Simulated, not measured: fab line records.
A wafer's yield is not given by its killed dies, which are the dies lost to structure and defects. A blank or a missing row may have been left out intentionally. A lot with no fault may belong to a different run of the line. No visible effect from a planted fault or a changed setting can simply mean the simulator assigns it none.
Comparing a struck lot with a sound one + flow nand-harc + 44 steps out of a route of 1159
Sound: wafers L925.2, L925.3, L925.6. Struck: wafer L937.1 (L937.3, L937.5, from the same lot, were not struck and are left out); the cause is given at the end.
Each step with rows lists, per side, the tool, then ch with its chambers, then its first start. Under that, the readings that differ: sound wafers + struck wafers + difference of the means + sigmas: that difference in standard deviations of wafers without a fault.
alike: readings whose means differ by less than 2 such deviations, and words and numbers that are the same on both sides. not compared: withheld readings, readings that some wafer has no value for, bounds like >300 that may hide the same value, and numbers for which the record gives no deviation and whose values overlap.
A row with sigmas, a row that says differs or no value, or rows on one side alone: a step with any of these is where the two part. Numbers that have no deviation but don't overlap get no sigmas and don't part them. Lack of a reading on every wafer of one side parts them only where that side has two or more wafers.

first, 1 step without rows for these wafers: NHARC_P_GATE_DESCUM_31 (chemistry O2, time 3 s).
NHARC_P_GATE_ETCH_104: etches the open film in CF4/CHF3, target depth 60 nm.
  sound on rie-diel-06 ch 2,3, day 5 02:42; struck on rie-diel-06 ch 2, day 7 21:28
  alike: chamber-pressure-mTorr, drypump-motor-current-A, oes-product-au, rf-vpp-V, showerhead-plenum-p-Torr, throttle-valve-pct
then, 2 steps without rows for these wafers: NHARC_P_GATE_HM_OPEN_105 (chemistry O2/COS, target depth 360 nm); NHARC_P_GATE_STRIP_106 (strips in O2/COS).
NHARC_P_GATE_ETCH_114: etches the open film in CF4/O2, target depth 30 nm, overetch 3 nm, time 16.5 s.
  sound: rie-diel-06 ch 0,3; struck: rie-diel-06 ch 2
  alike: chamber-pressure-mTorr, drypump-motor-current-A, oes-product-au, rf-vpp-V, showerhead-plenum-p-Torr, throttle-valve-pct
  not compared: rf-hours-counter-h
then, 2 steps without rows for these wafers: NHARC_P_GATE_ETCH_32 (etches the open film in HBr/Cl2, target depth 150 nm, time 100.1 s); NHARC_P_GATE_STRIP_108 (strips in O2).
NHARC_P_GATE_CD_MEAS_33:
  sound on cd-sem-03, day 5 03:27; struck on cd-sem-03, day 7 22:17
  alike: cd-nm
then, 3 steps without rows for these wafers: NHARC_P_GATE_STRIP_35 (strips in SPM, time 600 s); NHARC_P_GATE_PRECLEAN_73 (cleans in SC1); NHARC_P_GATE_SRD_74.
NHARC_P_GATE_ALD_36: deposits SiNx, target thk 20 nm, pulse time 60 s, ald cycles 223.
  sound on ald-sin-03 ch 1,2,3, day 5 03:54; struck on ald-sin-04 ch 0, day 7 22:44
  alike: heater-power-w, precursor-pulse-height-rel, susceptor-temp-C
NHARC_P_GATE_ETCHBACK_37: etches the open film in CHF3/O2, target depth 34.5 nm, time 17.2 s.
  sound on rie-diel-03 ch 0,1,2, day 5 13:29; struck on rie-diel-03 ch 3, day 8 08:14
  alike: chamber-pressure-mTorr, drypump-motor-current-A, oes-product-au, rf-vpp-V, showerhead-plenum-p-Torr, throttle-valve-pct
  not compared: rf-hours-counter-h
NHARC_P_GATE_STRIP_101: strips in O2, time 20 s.
  sound on rie-diel-03 ch 0,1,2, day 5 13:44; struck on rie-diel-03 ch 3, day 8 08:20
  alike: chamber-pressure-mTorr, drypump-motor-current-A, oes-product-au, rf-vpp-V, showerhead-plenum-p-Torr, throttle-valve-pct
  not compared: rf-hours-counter-h
then, 12 steps without rows for these wafers: NHARC_P_GATE_PRECLEAN_97 (cleans in SPM, time 600 s); NHARC_P_GATE_SRD_98; NHARC_P_GATE_PRECLEAN_99 (cleans in SC1); NHARC_P_GATE_SRD_100; NHARC_P_GATE_DEHYDRATE_38 (time 120 s); NHARC_P_GATE_HMDS_39 (time 30 s); NHARC_P_GATE_COAT_40; NHARC_P_GATE_SOFTBAKE_41 (time 95 s); NHARC_P_GATE_EBR_42; NHARC_P_GATE_EXPOSE_43 (exposes mask P NSD, target cd 720 nm); NHARC_P_GATE_PEB_44 (peb time 85 s); NHARC_P_GATE_DEVELOP_45 (time 70 s).
NHARC_P_GATE_CD_MEAS_46 targets a cd of 720 nm.
  sound on cd-sem-03 ch 0, day 5 14:32; struck on cd-sem-03 ch 0, day 8 09:16
  alike: cd-nm
then, 3 steps without rows for these wafers: NHARC_P_GATE_HARDBAKE_47 (time 80 s); NHARC_P_GATE_DESCUM_48 (chemistry O2, time 3 s); NHARC_P_GATE_IMPLANT_49.
NHARC_P_GATE_STRIP_111: strips in N2/H2, time 250 s.
  sound on plasma-asher-02 ch 1, day 5 15:15; struck on plasma-asher-01 ch 0, day 8 09:48
  alike: drypump-motor-current-A, heater-power-w
  not compared: rf-hours-counter-h
then, 10 steps without rows for these wafers: NHARC_P_GATE_STRIP_75 (strips in O2); NHARC_P_GATE_STRIP_50 (strips in SPM, time 900 s); NHARC_P_GATE_DEHYDRATE_51 (time 120 s); NHARC_P_GATE_HMDS_52 (time 30 s); NHARC_P_GATE_COAT_53; NHARC_P_GATE_SOFTBAKE_54 (time 95 s); NHARC_P_GATE_EBR_55; NHARC_P_GATE_EXPOSE_56 (exposes mask P PSD, target cd 720 nm); NHARC_P_GATE_PEB_57 (peb time 85 s); NHARC_P_GATE_DEVELOP_58 (time 70 s).
NHARC_P_GATE_CD_MEAS_59 targets a cd of 720 nm.
  sound on cd-sem-03 ch 0, day 5 16:21; struck on cd-sem-03 ch 0, day 8 10:54
  alike: cd-nm
NHARC_P_GATE_INSPECT_68:
  sound on defect-inspect-01, day 5 21:10; struck on defect-inspect-02, day 8 15:37
| reading          | sound       | struck | difference | sigmas |
|------------------|-------------|--------|------------|--------|
| raw-defect-count | 163 140 437 | 611    | +364       | +5     |
-- break in the record here, with 15 days between the starts of the struck wafers on either side (left off in module P_GATE, picked up again in module END, where the first step shown is number 1159 on the route) --
NHARC_END_SORT_01:
  only the struck wafers appear in the record here, on prober-01 ch 0 at day 23 06:37; the sound ones have no rows

## WHERE THEY PART
Last at NHARC_END_SORT_01 as far as this record goes, first at NHARC_P_GATE_INSPECT_68.

WHY: what had been put in by the simulator
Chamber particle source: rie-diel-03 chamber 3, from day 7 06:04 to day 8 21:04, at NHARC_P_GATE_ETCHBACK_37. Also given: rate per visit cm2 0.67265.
